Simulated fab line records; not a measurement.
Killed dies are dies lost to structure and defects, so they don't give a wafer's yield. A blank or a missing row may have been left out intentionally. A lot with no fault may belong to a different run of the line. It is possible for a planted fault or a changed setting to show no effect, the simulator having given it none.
fab line records :: flow n5Finfet
[record]
  lots = 4
  wafers = 12
  lastDay = 15
route steps=1938 shown FIN_CUT@166 STI_FIN_REVEAL@183 BEOL_M4@1111 PASSIVATION@1936
lots untouched by any fault: they come from a run of this same line in which no faults occurred
startH: start of the lot's first displayed wafer, in hours after the record's first day :: waitH: hours from the lot's prior step to this one :: " repeats the value in the row above :: L1.1+2: a row that stands for several wafers :: - no value present, or no start provided :: * or withheld: withheld :: < > ~ a bound
route shown NAME@n: names a module that has steps shown in the file, with the first one's number in the route :: usual: the fault-free wafers' mean and standard deviation :: same: alike in all rows :: chamber/n: place in a boat :: sites: per-site readings :: _std_site: standard deviation of those values :: _edge_site: inner sites' mean taken away from outer sites' mean :: radiusMm: for every site, how far away it sits from the centre of the wafer :: mask NAME#n: copy n :: behind: the last tool/chamber to shape the wafer :: hold: reason for holding the lot/hours on hold/outcome of the hold :: device: the n, p or np transistor that did not switch :: end of line: tests run on the same wafers once the route is complete :: a step without rows: its recipe alone :: killed: dies that structure and defects cost at the first sort, which is not the same as the wafer's yield :: map: the dies of a wafer, with x for killed, . for not killed, _ for no die there
set.NAME: the run value of the setting; set.NAME@STEP: its run value at that earlier step :: model.NAME: the simulator's own value behind a step, which no gauge read
lots at selected steps of the route; one table per step, one row per wafer
services: when a tool's chamber went out of use (startH, in hours from the record's first day, below 0 if earlier), for how many hours, and the reason
[[steps]]
[step N5_FIN_CUT_DESCUM_13]
[recipe]
  chemistry = O2
  timeS = 7
  sourcePowerW = 50
  biasPowerW = 20
  pressureMtorr = 20
  rfFrequencyHz = 2.712e+07
  tempC = 40
  resist = CAR-EUV
  o2FlowSccm = 225
[step N5_FIN_CUT_ETCH_30]
[recipe]
  chemistry = N2/H2
  target = underlayer
  targetDepthA = 130
  maskMaterial = CAR-EUV
  timeS = 10.4
  ionEnergyEv = 200
  pressureMtorr = 30
  sourceW = 840
  biasW = 150
  n2FlowSccm = 200
  h2FlowSccm = 200
  ends = cleared
[step N5_FIN_CUT_ETCH_20]
[recipe]
  chemistry = CF4
  target = SiARC
  targetDepthA = 260
  maskMaterial = CAR-EUV
  timeS = 43.3
  ionEnergyEv = 80
  pressureMtorr = 40
  sourceW = 545
  biasW = 36
  Ar_flow_sccm = 100
  cf4FlowSccm = 100
  ends = cleared
[step N5_FIN_CUT_ETCH_21]
[recipe]
  chemistry = N2/H2
  target = SOC
  targetDepthA = 2190
  overetchA = 438
  maskMaterial = SiARC
  tempC = 40
  ionEnergyEv = 100
  biasW = 61
  timeS = 523.5
  pressureMtorr = 30
  sourceW = 850
  n2FlowSccm = 200
  h2FlowSccm = 200
[step N5_FIN_CUT_STRIP_23]
[recipe]
  chemistry = N2/H2
  tempC = 40
  n2FlowSccm = 200
  h2FlowSccm = 200
  rfFrequencyHz = 6e+07
[step N5_FIN_CUT_STRIP_31]
[recipe]
  chemistry = N2/H2
  tempC = 40
  n2FlowSccm = 200
  h2FlowSccm = 200
  rfFrequencyHz = 6e+07
[step N5_FIN_CUT_STRIP_24]
[recipe]
  chemistry = CF4
  resist = SiARC
  powerW = 300
  biasPowerW = 75
  pressureMtorr = 50
  cf4FlowSccm = 150
  rfFrequencyHz = 6e+07
[step N5_FIN_CUT_CUT_ETCH_26]
[recipe]
  chemistry = CH3F/O2
  target = SiNx
  targetDepthA = 390
  maskMaterial = SOC
  timeS = 55.7
  pressureMtorr = 30
  sourceW = 395
  biasW = 73
  Ar_flow_sccm = 150
  CH3F_flow_sccm = 30
  O2_flow_sccm = 20
  ionEnergyEv = 120
[step N5_FIN_CUT_CUT_ETCH_27]
[recipe]
  chemistry = CHF3/O2
  target = SiO2
  targetDepthA = 40
  maskMaterial = SOC
  overetchA = 20
  timeS = 4.9
  pressureMtorr = 30
  sourceW = 650
  biasW = 170
  Ar_flow_sccm = 200
  CHF3_flow_sccm = 50
  O2_flow_sccm = 5
  ionEnergyEv = 200
[step N5_FIN_CUT_PRECLEAN_35]
[recipe]
  timeS = 13.3
  tempC = 45
  pressureTorr = 125
  pHfTorr = 3
  pCoreactantTorr = 25
  chemistry = vHF
[step N5_FIN_CUT_CUT_ETCH_15]
[recipe]
  chemistry = HBr/Cl2/O2
  target = Si
  targetDepthA = 1000
  btTimeS = 10
  maskMaterial = SOC
  timeS = 42.4
  ionEnergyEv = *
  biasW = *
  pressureMtorr = 10
  icpW = 800
  HBr_flow_sccm = 150
  Cl2_flow_sccm = 80
  O2_flow_sccm = 12
[step N5_FIN_CUT_CUT_ETCH_28]
[recipe]
  chemistry = HBr/Cl2/O2
  target = Si
  targetDepthA = 60
  maskMaterial = SOC
  timeS = 2.4
  ionEnergyEv = *
  biasW = *
  pressureMtorr = 10
  icpW = 800
  HBr_flow_sccm = 150
  Cl2_flow_sccm = 80
  O2_flow_sccm = 12
[step N5_FIN_CUT_STRIP_22]
[recipe]
  chemistry = N2/H2
  powerW = 500
  tempC = 40
  pressureMtorr = 50
  rfFrequencyHz = 6e+07
  overashFraction = 0.3
  biasPowerW = 8
  h2Frac = 0.5
  n2FlowSccm = 300
  h2FlowSccm = 300
[usual]
  drypumpMotorCurrentA = 5.7/0.34
  n2FlowSccm = 300.1/0.86
  oesProductAu = 0.79/0.083
  rfVppV = 54.2/2.2
  showerheadPlenumPTorr = 3.40/0.082
  throttleValvePct = 19.0/0.35
lot.wafer: L696.1
tool: rieDiel-04
chamber: 0
startH: 32.01
waitH: 0.1
drypumpMotorCurrentA: 5.9
n2FlowSccm: 299.3
oesProductAu: 0.74
rfHoursCounterH: 173
rfVppV: 55.6
showerheadPlenumPTorr: 3.34
throttleValvePct: 18.5

lot.wafer: L696.2
tool: rieDiel-04
chamber: 2
startH: 32.01
waitH: 0.1
drypumpMotorCurrentA: 6.1
n2FlowSccm: 300.3
oesProductAu: 0.77
rfHoursCounterH: 118
rfVppV: 55.0
showerheadPlenumPTorr: 3.50
throttleValvePct: 18.8

lot.wafer: L696.3
tool: rieDiel-04
chamber: 3
startH: 32.01
waitH: 0.1
drypumpMotorCurrentA: 5.5
n2FlowSccm: 300.0
oesProductAu: 0.79
rfHoursCounterH: 124
rfVppV: 54.9
showerheadPlenumPTorr: 3.52
throttleValvePct: 19.2

lot.wafer: L699.3
tool: rieDiel-04
chamber: 0
startH: 47.60
waitH: 0.0
drypumpMotorCurrentA: 5.9
n2FlowSccm: 300.4
oesProductAu: 0.74
rfHoursCounterH: 178
rfVppV: 55.8
showerheadPlenumPTorr: 3.33
throttleValvePct: 18.5

lot.wafer: L699.4
tool: rieDiel-04
chamber: 3
startH: 47.60
waitH: 0.0
drypumpMotorCurrentA: 5.4
n2FlowSccm: 300.1
oesProductAu: 0.77
rfHoursCounterH: 129
rfVppV: 54.1
showerheadPlenumPTorr: 3.52
throttleValvePct: 19.2

lot.wafer: L699.5
tool: rieDiel-04
chamber: 0
startH: 47.60
waitH: 0.0
drypumpMotorCurrentA: 5.9
n2FlowSccm: 299.0
oesProductAu: 0.74
rfHoursCounterH: -
rfVppV: 52.7
showerheadPlenumPTorr: 3.33
throttleValvePct: 18.5

lot.wafer: L703.1
tool: rieDiel-04
chamber: 0
startH: 70.40
waitH: 0.1
drypumpMotorCurrentA: 6.0
n2FlowSccm: 299.1
oesProductAu: 0.73
rfHoursCounterH: 183
rfVppV: 52.8
showerheadPlenumPTorr: 3.33
throttleValvePct: 18.5

lot.wafer: L703.4
tool: rieDiel-04
chamber: 3
startH: 70.40
waitH: 0.1
drypumpMotorCurrentA: 5.4
n2FlowSccm: 299.8
oesProductAu: 0.77
rfHoursCounterH: 134
rfVppV: 53.4
showerheadPlenumPTorr: 3.52
throttleValvePct: 19.3

lot.wafer: L703.5
tool: rieDiel-04
chamber: 3
startH: 70.40
waitH: 0.1
drypumpMotorCurrentA: 5.4
n2FlowSccm: 299.5
oesProductAu: 0.77
rfHoursCounterH: -
rfVppV: 53.0
showerheadPlenumPTorr: 3.52
throttleValvePct: 19.3

lot.wafer: L713.1
tool: rieDiel-06
chamber: 0
startH: 131.12
waitH: 0.0
drypumpMotorCurrentA: 5.1
n2FlowSccm: 300.6
oesProductAu: 0.70
rfHoursCounterH: 212
rfVppV: 56.1
showerheadPlenumPTorr: 3.46
throttleValvePct: 18.4

lot.wafer: L713.2
tool: rieDiel-06
chamber: 2
startH: 131.12
waitH: 0.0
drypumpMotorCurrentA: 6.0
n2FlowSccm: 300.2
oesProductAu: 0.88
rfHoursCounterH: 41
rfVppV: 53.1
showerheadPlenumPTorr: 3.29
throttleValvePct: 18.7

lot.wafer: L713.6
tool: rieDiel-06
chamber: 3
startH: 131.12
waitH: 0.0
drypumpMotorCurrentA: 5.5
n2FlowSccm: 300.7
oesProductAu: 0.77
rfHoursCounterH: -
rfVppV: 54.0
showerheadPlenumPTorr: 3.23
throttleValvePct: 19.4
[step N5_FIN_CUT_PRECLEAN_36]
[recipe]
  chemistry = O3/DIW
  timeS = 60
  tempC = 22
  o3Ppm = 10
[step N5_FIN_CUT_SRD_32]
[recipe]
  dry = ipaMarangoni
  timeS = 30
  tempC = 23
  rinseLiquid = diw
[step N5_FIN_CUT_UV_OZONE_34]
[recipe]
  timeS = 120
  pressureTorr = 760
  tempC = 25
[step N5_FIN_CUT_INSPECT_17]
[recipe]
  inspectInstrument = brightfield
  mode = aei
[usual]
  rawDefectCount = 227/56
lot.wafer: L696.1
tool: defectInspect-01
chamber: -
startH: 32.17
waitH: 0.0
rawDefectCount: 196

lot.wafer: L696.2
tool: defectInspect-01
chamber: -
startH: 32.17
waitH: 0.0
rawDefectCount: 156

lot.wafer: L696.3
tool: defectInspect-01
chamber: -
startH: 32.17
waitH: 0.0
rawDefectCount: 180

lot.wafer: L699.3
tool: defectInspect-01
chamber: -
startH: 47.77
waitH: 0.0
rawDefectCount: 644

lot.wafer: L699.4
tool: defectInspect-01
chamber: -
startH: 47.77
waitH: 0.0
rawDefectCount: 541

lot.wafer: L699.5
tool: defectInspect-01
chamber: -
startH: 47.77
waitH: 0.0
rawDefectCount: 514

lot.wafer: L703.1
tool: defectInspect-02
chamber: -
startH: 70.56
waitH: 0.0
rawDefectCount: 558

lot.wafer: L703.4
tool: defectInspect-02
chamber: -
startH: 70.56
waitH: 0.0
rawDefectCount: 460

lot.wafer: L703.5
tool: defectInspect-02
chamber: -
startH: 70.56
waitH: 0.0
rawDefectCount: 440

lot.wafer: L713.1
tool: defectInspect-01
chamber: -
startH: 131.28
waitH: 0.0
rawDefectCount: 230

lot.wafer: L713.2
tool: defectInspect-01
chamber: -
startH: 131.28
waitH: 0.0
rawDefectCount: 182

lot.wafer: L713.6
tool: defectInspect-01
chamber: -
startH: 131.28
waitH: 0.0
rawDefectCount: 185
[step N5_STI_FIN_REVEAL_ALD_00]
[recipe]
  material = SiO2
  targetThkA = 10
  tempC = 300
  aldPrecursorFamily = BDEAS
  aldCoReactant = O2-plasma
  pulseTimeS = 1
  pressureTorr = 2
[step N5_BEOL_M4_RC_MEAS_101]
[usual]
  DIBL_N = 37.0/1.7
  DIBL_P = 36.7/2
  IOFF_N = 0.17/0.035
  IOFF_P = 0.22/0.035
  ION_N = 672/12
  ION_P = 461/7.5
  SS_N = 71.6/0.67
  SS_P = 73.4/0.64
  VT_N = 250/3.5
  VT_P = -250/3.5
lot.wafer: L696.1
tool: prober-02
chamber: 0
startH: 176.11
waitH: 0.0
DIBL_N[mV/V]: 35.6
DIBL_P[mV/V]: 35.6
IOFF_N[nA/um]: 0.14
IOFF_P[nA/um]: 0.18
ION_N[uA/um]: 668
ION_P[uA/um]: 459
SS_N[mV/dec]: 71.3
SS_P[mV/dec]: 72.6
VT_N[mV]: 249
VT_P[mV]: -252

lot.wafer: L696.2
tool: prober-02
chamber: 0
startH: 176.11
waitH: 0.0
DIBL_N[mV/V]: 34.7
DIBL_P[mV/V]: 34.5
IOFF_N[nA/um]: 0.13
IOFF_P[nA/um]: 0.16
ION_N[uA/um]: 660
ION_P[uA/um]: 455
SS_N[mV/dec]: 71.0
SS_P[mV/dec]: 72.1
VT_N[mV]: 253
VT_P[mV]: -253

lot.wafer: L696.3
tool: prober-02
chamber: 0
startH: 176.11
waitH: 0.0
DIBL_N[mV/V]: 36.7
DIBL_P[mV/V]: 37.2
IOFF_N[nA/um]: 0.17
IOFF_P[nA/um]: 0.20
ION_N[uA/um]: 678
ION_P[uA/um]: 466
SS_N[mV/dec]: 71.0
SS_P[mV/dec]: 72.8
VT_N[mV]: 247
VT_P[mV]: -253

lot.wafer: L699.3
tool: prober-02
chamber: 0
startH: 187.62
waitH: 0.3
DIBL_N[mV/V]: 37.1
DIBL_P[mV/V]: 37.4
IOFF_N[nA/um]: 0.18
IOFF_P[nA/um]: 0.26
ION_N[uA/um]: 689
ION_P[uA/um]: 474
SS_N[mV/dec]: 70.9
SS_P[mV/dec]: 73.6
VT_N[mV]: 247
VT_P[mV]: -248

lot.wafer: L699.4
tool: prober-02
chamber: 0
startH: 187.62
waitH: 0.3
DIBL_N[mV/V]: 34.3
DIBL_P[mV/V]: 33.4
IOFF_N[nA/um]: 0.13
IOFF_P[nA/um]: 0.19
ION_N[uA/um]: 655
ION_P[uA/um]: 455
SS_N[mV/dec]: 71.2
SS_P[mV/dec]: 72.7
VT_N[mV]: 250
VT_P[mV]: -252

lot.wafer: L699.5
tool: prober-02
chamber: 0
startH: 187.62
waitH: 0.3
DIBL_N[mV/V]: 36.9
DIBL_P[mV/V]: 37.0
IOFF_N[nA/um]: 0.18
IOFF_P[nA/um]: 0.26
ION_N[uA/um]: 674
ION_P[uA/um]: 463
SS_N[mV/dec]: 72.4
SS_P[mV/dec]: 74.1
VT_N[mV]: 247
VT_P[mV]: -245

lot.wafer: L703.1
tool: prober-01
chamber: 0
startH: 213.35
waitH: 0.0
DIBL_N[mV/V]: 38.7
DIBL_P[mV/V]: 37.4
IOFF_N[nA/um]: 0.18
IOFF_P[nA/um]: 0.22
ION_N[uA/um]: 662
ION_P[uA/um]: 456
SS_N[mV/dec]: 72.1
SS_P[mV/dec]: 73.8
VT_N[mV]: 247
VT_P[mV]: -251

lot.wafer: L703.4
tool: prober-01
chamber: 0
startH: 213.35
waitH: 0.0
DIBL_N[mV/V]: 35.6
DIBL_P[mV/V]: 34.7
IOFF_N[nA/um]: 0.13
IOFF_P[nA/um]: 0.18
ION_N[uA/um]: 677
ION_P[uA/um]: 464
SS_N[mV/dec]: 71.3
SS_P[mV/dec]: 73.1
VT_N[mV]: 250
VT_P[mV]: -253

lot.wafer: L703.5
tool: prober-01
chamber: 0
startH: 213.35
waitH: 0.0
DIBL_N[mV/V]: 38.1
DIBL_P[mV/V]: 37.2
IOFF_N[nA/um]: 0.16
IOFF_P[nA/um]: 0.21
ION_N[uA/um]: 666
ION_P[uA/um]: 451
SS_N[mV/dec]: 72.3
SS_P[mV/dec]: 73.0
VT_N[mV]: 250
VT_P[mV]: -253

lot.wafer: L713.1
tool: prober-02
chamber: 0
startH: 261.62
waitH: 0.0
DIBL_N[mV/V]: 35.4
DIBL_P[mV/V]: 34.1
IOFF_N[nA/um]: 0.13
IOFF_P[nA/um]: 0.19
ION_N[uA/um]: 665
ION_P[uA/um]: 456
SS_N[mV/dec]: 71.3
SS_P[mV/dec]: 73.2
VT_N[mV]: 255
VT_P[mV]: -251

lot.wafer: L713.2
tool: prober-02
chamber: 0
startH: 261.62
waitH: 0.0
DIBL_N[mV/V]: 35.9
DIBL_P[mV/V]: 35.2
IOFF_N[nA/um]: 0.14
IOFF_P[nA/um]: 0.20
ION_N[uA/um]: 670
ION_P[uA/um]: 461
SS_N[mV/dec]: 70.9
SS_P[mV/dec]: 73.0
VT_N[mV]: 251
VT_P[mV]: -252

lot.wafer: L713.6
tool: prober-02
chamber: 0
startH: 261.62
waitH: 0.0
DIBL_N[mV/V]: 37.7
DIBL_P[mV/V]: 36.7
IOFF_N[nA/um]: 0.17
IOFF_P[nA/um]: 0.23
ION_N[uA/um]: 681
ION_P[uA/um]: 462
SS_N[mV/dec]: 72.1
SS_P[mV/dec]: 74.0
VT_N[mV]: 250
VT_P[mV]: -248
[step N5_PASSIVATION_PROBE_49]
[usual]
  defectLimitedYield = 91.1/1.3
  killed_at_M0_to_M3 = 35/11
  killed_at_M4_up = 13/5.4
  killedAtContacts = 14/6.5
  killedAtFrontEnd = 41/11
  killedAtOther = 4/3.1
  killedDies = 106/15
  killedOpen = 69/12
  killedShort = 35/7
  sort_bin_5_function = 5.2/0.86
  sort_bin_6_memory = 3.4/0.64
  sortNPass = 1074/15
  sortYieldPct = 91.0/1.3
[same]
  grossDies = 1180
  killedAtBackSide = 0
  sort_bin_4_leakage[%] = 0
  sort_bin_8_speed[%] = 0
lot.wafer: L696.1
tool: prober-01
chamber: -
startH: 271.04
waitH: 0.0
defectLimitedYield[%]: 90.6
killed_at_M0_to_M3: 29
killed_at_M4_up: 9
killedAtContacts: 12
killedAtFrontEnd: 59
killedAtOther: 2
killedDies: 111
killedOpen: 80
killedShort: 31
sort_bin_5_function[%]: 5.3
sort_bin_6_memory[%]: 3.8
sortNPass: 1069
sortYieldPct[%]: 90.6

lot.wafer: L696.2
tool: prober-01
chamber: -
startH: 271.09
waitH: 0.1
defectLimitedYield[%]: 89.7
killed_at_M0_to_M3: 35
killed_at_M4_up: 6
killedAtContacts: 17
killedAtFrontEnd: 58
killedAtOther: 6
killedDies: 122
killedOpen: 78
killedShort: 36
sort_bin_5_function[%]: 5.9
sort_bin_6_memory[%]: 3.7
sortNPass: 1058
sortYieldPct[%]: 89.7

lot.wafer: L696.3
tool: prober-01
chamber: -
startH: 271.14
waitH: 0.1
defectLimitedYield[%]: 91.8
killed_at_M0_to_M3: 30
killed_at_M4_up: 9
killedAtContacts: 11
killedAtFrontEnd: 40
killedAtOther: 7
killedDies: 97
killedOpen: 57
killedShort: 40
sort_bin_5_function[%]: 4.6
sort_bin_6_memory[%]: 2.9
sortNPass: 1083
sortYieldPct[%]: 91.8

lot.wafer: L699.3
tool: prober-01
chamber: -
startH: 291.56
waitH: 0.1
defectLimitedYield[%]: 83.3
killed_at_M0_to_M3: 21
killed_at_M4_up: 11
killedAtContacts: 8
killedAtFrontEnd: 153
killedAtOther: 4
killedDies: 197
killedOpen: 57
killedShort: 33
sort_bin_5_function[%]: 11.3
sort_bin_6_memory[%]: 4.4
sortNPass: 983
sortYieldPct[%]: 83.3

lot.wafer: L699.4
tool: prober-01
chamber: -
startH: 291.61
waitH: 0.2
defectLimitedYield[%]: 89.7
killed_at_M0_to_M3: 21
killed_at_M4_up: 12
killedAtContacts: 3
killedAtFrontEnd: 84
killedAtOther: 2
killedDies: 122
killedOpen: 51
killedShort: 27
sort_bin_5_function[%]: 5.9
sort_bin_6_memory[%]: 3.1
sortNPass: 1058
sortYieldPct[%]: 89.7

lot.wafer: L699.5
tool: prober-01
chamber: -
startH: 291.66
waitH: 0.2
defectLimitedYield[%]: 83.3
killed_at_M0_to_M3: 22
killed_at_M4_up: 11
killedAtContacts: 9
killedAtFrontEnd: 152
killedAtOther: 3
killedDies: 197
killedOpen: 69
killedShort: 33
sort_bin_5_function[%]: 11.5
sort_bin_6_memory[%]: 4.1
sortNPass: 983
sortYieldPct[%]: 83.3

lot.wafer: L703.1
tool: prober-01
chamber: -
startH: 301.99
waitH: 0.0
defectLimitedYield[%]: 86.6
killed_at_M0_to_M3: 11
killed_at_M4_up: 4
killedAtContacts: 4
killedAtFrontEnd: 138
killedAtOther: 1
killedDies: 158
killedOpen: 33
killedShort: 26
sort_bin_5_function[%]: 8.4
sort_bin_6_memory[%]: 3.6
sortNPass: 1022
sortYieldPct[%]: 86.6

lot.wafer: L703.4
tool: prober-01
chamber: -
startH: 302.14
waitH: 0.2
defectLimitedYield[%]: 88.7
killed_at_M0_to_M3: 28
killed_at_M4_up: 15
killedAtContacts: 7
killedAtFrontEnd: 80
killedAtOther: 3
killedDies: 133
killedOpen: 61
killedShort: 33
sort_bin_5_function[%]: 7.1
sort_bin_6_memory[%]: 3.1
sortNPass: 1047
sortYieldPct[%]: 88.7

lot.wafer: L703.5
tool: prober-01
chamber: -
startH: 302.19
waitH: 0.2
defectLimitedYield[%]: 87.6
killed_at_M0_to_M3: 43
killed_at_M4_up: 13
killedAtContacts: 14
killedAtFrontEnd: 71
killedAtOther: 5
killedDies: 146
killedOpen: 65
killedShort: 35
sort_bin_5_function[%]: 7.5
sort_bin_6_memory[%]: 3.9
sortNPass: 1034
sortYieldPct[%]: 87.6

lot.wafer: L713.1
tool: prober-02
chamber: -
startH: 353.23
waitH: 0.0
defectLimitedYield[%]: 89.7
killed_at_M0_to_M3: 35
killed_at_M4_up: 27
killedAtContacts: 4
killedAtFrontEnd: 53
killedAtOther: 2
killedDies: 121
killedOpen: 85
killedShort: 32
sort_bin_5_function[%]: 5.8
sort_bin_6_memory[%]: 4.3
sortNPass: 1059
sortYieldPct[%]: 89.7

lot.wafer: L713.2
tool: prober-02
chamber: -
startH: 353.28
waitH: 0.1
defectLimitedYield[%]: 91.6
killed_at_M0_to_M3: 25
killed_at_M4_up: 14
killedAtContacts: 5
killedAtFrontEnd: 51
killedAtOther: 4
killedDies: 99
killedOpen: 61
killedShort: 34
sort_bin_5_function[%]: 4.3
sort_bin_6_memory[%]: 3.6
sortNPass: 1081
sortYieldPct[%]: 91.6

lot.wafer: L713.6
tool: prober-02
chamber: -
startH: 353.48
waitH: 0.3
defectLimitedYield[%]: 92.2
killed_at_M0_to_M3: 32
killed_at_M4_up: 13
killedAtContacts: 1
killedAtFrontEnd: 41
killedAtOther: 5
killedDies: 92
killedOpen: 61
killedShort: 28
sort_bin_5_function[%]: 5.2
sort_bin_6_memory[%]: 2.4
sortNPass: 1088
sortYieldPct[%]: 92.2
// killed by level:class
L696.1 STI_FIN_REVEAL:geometricParticle:open=20 MOL_CONTACT_COAG:geometricParticle:open=11 BEOL_M3:geometricParticle:open=10 FIN_SAQP:geometricParticle:open=8 BEOL_M0_SAQP:geometricParticle:open=7 GATE_CUT:geometricParticle:short=6 FIN_SAQP:geometricParticle:short=5 BEOL_M0_SAQP:geometricParticle:short=5
L696.2 BEOL_M1:geometricParticle:open=13 MOL_CONTACT_COAG:geometricParticle:open=12 FIN_SAQP:geometricParticle:open=11 BEOL_M3:geometricParticle:open=9 STI_FIN_REVEAL:geometricParticle:open=7 HKMG_FIN:areaEtch=7 FIN_SAQP:geometricParticle:short=6 DUMMY_GATE:geometricParticle:open=5
L696.3 STI_FIN_REVEAL:geometricParticle:open=7 MOL_CONTACT_COAG:geometricParticle:open=7 BEOL_M0_SAQP:geometricParticle:open=7 DUMMY_GATE:geometricParticle:open=6 BEOL_M0_SAQP:geometricParticle:short=6 ILD0:geometricParticle:short=4 GATE_CUT:geometricParticle:open=4 MOL_CONTACT_COAG:geometricParticle:short=4
L699.3 FIN_CUT:unspecified=105 STI_FIN_REVEAL:geometricParticle:open=11 GATE_CUT:geometricParticle:open=7 FIN_SAQP:geometricParticle:short=6 FIN_SAQP:geometricParticle:open=6 BEOL_M4:geometricParticle:open=6 GATE_CUT:geometricParticle:short=5 MOL_CONTACT_COAG:geometricParticle:open=5
L699.4 FIN_CUT:unspecified=41 DUMMY_GATE:geometricParticle:open=10 FIN_SAQP:geometricParticle:short=8 BEOL_M2:geometricParticle:open=7 BEOL_M1:geometricParticle:open=5 STARTING-WAFER:geometricParticle:short=5 ILD0:geometricParticle:open=4 STI_FIN_REVEAL:geometricParticle:open=3
L699.5 FIN_CUT:unspecified=93 FIN_SAQP:geometricParticle:short=15 STI_FIN_REVEAL:geometricParticle:open=11 DUMMY_GATE:geometricParticle:open=9 BEOL_M4:geometricParticle:open=8 FIN_SAQP:geometricParticle:open=6 MOL_CONTACT_COAG:geometricParticle:open=6 GATE_CUT:geometricParticle:short=6
L703.1 FIN_CUT:unspecified=99 FIN_SAQP:geometricParticle:short=9 FIN_SAQP:geometricParticle:open=8 GATE_CUT:geometricParticle:short=5 GATE_CUT:geometricParticle:open=4 MOL_CONTACT_COAG:geometricParticle:open=4 STARTING-WAFER:geometricParticle:short=4 STI_FIN_REVEAL:geometricParticle:open=3
L703.4 FIN_CUT:unspecified=39 STI_FIN_REVEAL:geometricParticle:open=10 GATE_CUT:geometricParticle:short=8 BEOL_M2:geometricParticle:open=8 BEOL_M0_SAQP:geometricParticle:short=7 BEOL_M3:geometricParticle:open=7 BEOL_M0_SAQP:geometricParticle:open=5 BEOL_M4:geometricParticle:open=5
L703.5 FIN_CUT:unspecified=42 MOL_CONTACT_COAG:geometricParticle:open=12 BEOL_M2:geometricParticle:open=10 FIN_SAQP:geometricParticle:short=9 BEOL_M3:geometricParticle:open=9 BEOL_M0_SAQP:geometricParticle:open=7 BEOL_M0_SAQP:geometricParticle:short=7 BEOL_M4:geometricParticle:open=5
L713.1 FIN_SAQP:geometricParticle:open=17 BEOL_M4:geometricParticle:open=12 BEOL_M2:geometricParticle:open=10 FIN_SAQP:geometricParticle:short=8 BEOL_M2:geometricParticle:short=7 BEOL_M0_SAQP:geometricParticle:open=7 BEOL_M0_SAQP:geometricParticle:short=6 DUMMY_GATE:geometricParticle:open=5
L713.2 FIN_SAQP:geometricParticle:short=13 FIN_SAQP:geometricParticle:open=12 BEOL_M0_SAQP:geometricParticle:open=9 DUMMY_GATE:geometricParticle:open=7 MOL_CONTACT_COAG:geometricParticle:open=4 STI_FIN_REVEAL:geometricParticle:open=4 ILD0:geometricParticle:short=4 BEOL_M0_SAQP:geometricParticle:short=4
L713.6 FIN_SAQP:geometricParticle:open=14 BEOL_M0_SAQP:geometricParticle:short=12 BEOL_M0_SAQP:geometricParticle:open=11 BEOL_M4:geometricParticle:open=9 FIN_SAQP:geometricParticle:short=7 BEOL_M3:geometricParticle:open=7 STI_FIN_REVEAL:geometricParticle:open=6 GATE_CUT:geometricParticle:open=4
// map L699.3 (x killed, . not)
_________________x...........________________
______________x................._____________
___________..........x.............__________
__________..............x.x........._________
________.........................x...x_______
_______...........x.............x..x.x.______
______.x.....x.........................._____
_____............x.....x..x....x........x____
____....x.............x.................x.___
___..x...............................x.....__
___........................................__
__..x..xx.x.x.x..................x.........._
__.........x.......x..x.xx.................._
_.....x.x.xx........x...................x..x.
_.................x........x.................
_..x............x............................
_.....x.x.................................x..
_.x...........x..x.......x.x...xx...........x
_...........x.x.x.........x...xx.xx.x..x.....
_.....................x...xx..xxxxx..........
_....x......x............x.xxxxxx.xxxx.......
__...............x......xxxxxxxxxxxx........_
__.....x........x.........xxxxxxxxxxxx..x..._
___.x.x...........x.x..xxxxxxxxxxxxxxx.....__
___.....................xxxxxxxxxxx.x...x.x__
____..................x..xxxxxxxxxxx......___
_____......................xxxxxxxxxxx.x.____
______.......x.......x...xx.xxxxx.xx...._____
_______.x.........x......xx......x..x..______
________.....x.x......x..............._______
__________....................x....._________
___________...............x........__________
______________..x...x..........._____________
_________________............________________
// map L703.1 (x killed, . not)
_________________............________________
______________.................._____________
___________......x.....x...........__________
__________.........................._________
________.....x........................_______
_______..x.............................______
______..x.......x......................._____
_____..................................x.____
____.............x........................___
___........................................__
___.x..............................x..x....__
__....................x....................._
__...x..........x.x..x...................x.._
_......x..............................xx.....
_.....................................x......
_.................................x..........
_...........................x................
_.........x..........x......xx.x.....xx......
_.....x.............................x........
_....x.........x....x.x....xxxxxxxxx.........
_...................x......x.x.xxxxxx.....x..
__......................x.xxxxxxxxxxxx......_
__....................x.xxxxxxxxxxxx.x..x..._
___........x.x.......x.xx.xxxxxxxxxxx.x....__
___....x.............x....xxxxxxxxxxx......__
____....................xxx.xxxxxxxx.x....___
_____....xx..............x..xxxxxxxx...x.____
______..............x.....xx..xxx.xxx..._____
_______......x..........x.x...x...x....______
________..............x............x.._______
__________....xx..................x._________
___________.........x..............__________
______________..........x......._____________
_________________............________________
[[services]]
tool: rieDiel-06
chamber: 2
startH: 26.15
hours: 4.5
kind: repair

tool: rieDiel-06
chamber: 1
startH: 50.96
hours: 14.0
kind: repair

tool: rieDiel-06
chamber: 0
startH: 59.86
hours: 16.9
kind: repair
[[key]]
[firstSign]
  step = N5_FIN_CUT_INSPECT_17
  reading = rawDefectCount
  direction = up
  sigmas = 5.4
  usual = 227
  struck = 526
[effect]
  step = N5_PASSIVATION_PROBE_49
  reading = killedAtFrontEnd
  direction = up
  sigmas = 6.5
  usual = 41
  struck = 113
[moreKillsBornAt]
  N5_FIN_CUT_STRIP_22@rieDiel-04 = 419
metAt N5_FIN_CUT_STRIP_22
struckWafers L699.3,L699.4,L699.5,L703.1,L703.4,L703.5
onsetBetween 32.01 47.60
[fault]
  kind = chamberParticleSource
  tool = rieDiel-04
  chamber = -
  onsetH = 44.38
  steps = N5_FIN_CUT_STRIP_22
  ratePerVisitCm2 = 0.44379
  endH = 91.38
